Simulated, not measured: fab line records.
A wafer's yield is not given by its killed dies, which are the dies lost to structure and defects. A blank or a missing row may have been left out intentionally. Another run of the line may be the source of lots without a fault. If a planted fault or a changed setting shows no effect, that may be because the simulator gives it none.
Matching of chambers :: flow n5 finfet :: ald sin-04 running N5_BEOL_M0_SAQP_SPACER1_ALD_98: 4 sister chambers
The step deposits SiO2, target thk 12.8 nm, pulse time 1 s, purge time 2 s. 8 wafers are shown with their chamber, then 12 later ones without.

== WAFERS WITH THEIR CHAMBER ==
wafer: L081.2
chamber: 1
heater power w (W): 474
precursor pulse height rel: 0.999

wafer: L089.3
chamber: 2
heater power w (W): 602
precursor pulse height rel: 0.995

wafer: L090.3
chamber: 0
heater power w (W): 405
precursor pulse height rel: 0.976

wafer: L090.4
chamber: 2
heater power w (W): 584
precursor pulse height rel: 0.993

wafer: L090.6
chamber: 1
heater power w (W): 477
precursor pulse height rel: 1.005

wafer: L093.1
chamber: 3
heater power w (W): 450
precursor pulse height rel: 1.020

wafer: L093.5
chamber: 0
heater power w (W): 409
precursor pulse height rel: 0.974

wafer: L093.6
chamber: 3
heater power w (W): 452
precursor pulse height rel: 1.038

== WAFERS WITH NO CHAMBER GIVEN ==
wafer: L091.2
heater power w (W): 469
precursor pulse height rel: 0.969

wafer: L091.4
heater power w (W): 586
precursor pulse height rel: 1.030

wafer: L091.6
heater power w (W): 461
precursor pulse height rel: 1.027

wafer: L094.2
heater power w (W): 587
precursor pulse height rel: 1.008

wafer: L094.3
heater power w (W): 471
precursor pulse height rel: 1.028

wafer: L094.6
heater power w (W): 599
precursor pulse height rel: 0.966

wafer: L092.4
heater power w (W): 458
precursor pulse height rel: 1.008

wafer: L092.5
heater power w (W): 489
precursor pulse height rel: 1.038

wafer: L092.6
heater power w (W): 404
precursor pulse height rel: 0.975

wafer: L096.1
heater power w (W): 461
precursor pulse height rel: 0.996

wafer: L096.3
heater power w (W): 402
precursor pulse height rel: 0.970

wafer: L096.5
heater power w (W): 458
precursor pulse height rel: 1.007

== WHICH CHAMBER EACH WENT THROUGH ==
wafer: L091.2
from the rows above: 1
in truth: 1

wafer: L091.4
from the rows above: 2
in truth: 2

wafer: L091.6
from the rows above: 3
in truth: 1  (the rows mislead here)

wafer: L094.2
from the rows above: 2
in truth: 2

wafer: L094.3
from the rows above: can't be placed: 3 or 1
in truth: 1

wafer: L094.6
from the rows above: 2
in truth: 2

wafer: L092.4
from the rows above: can't be placed: 1 or 3
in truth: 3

wafer: L092.5
from the rows above: can't be placed: 1 or 3
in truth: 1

wafer: L092.6
from the rows above: 0
in truth: 0

wafer: L096.1
from the rows above: 1
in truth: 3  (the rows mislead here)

wafer: L096.3
from the rows above: 0
in truth: 0

wafer: L096.5
from the rows above: can't be placed: 1 or 3
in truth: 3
Correctly placed: 6 of 12. Not placeable from these rows: 4 (in 4, the candidates include the true chamber). 2 placed wrongly.
How it was worked out, from the rows above alone: a wafer's distance from a chamber is the root of the sum, over the readings, of the square of ((its reading less the chamber's mean) divided by the reading's scatter). If the next closest chamber is less than 2 further off than the closest, the wafer can't be placed; otherwise it belongs to the closest. For every chamber, the mean is computed from those of its wafers that are shown. The scatter is the square root of a quotient: the sum, over the shown wafers, of each reading's squared deviation from its chamber's mean, divided by wafers minus chambers.
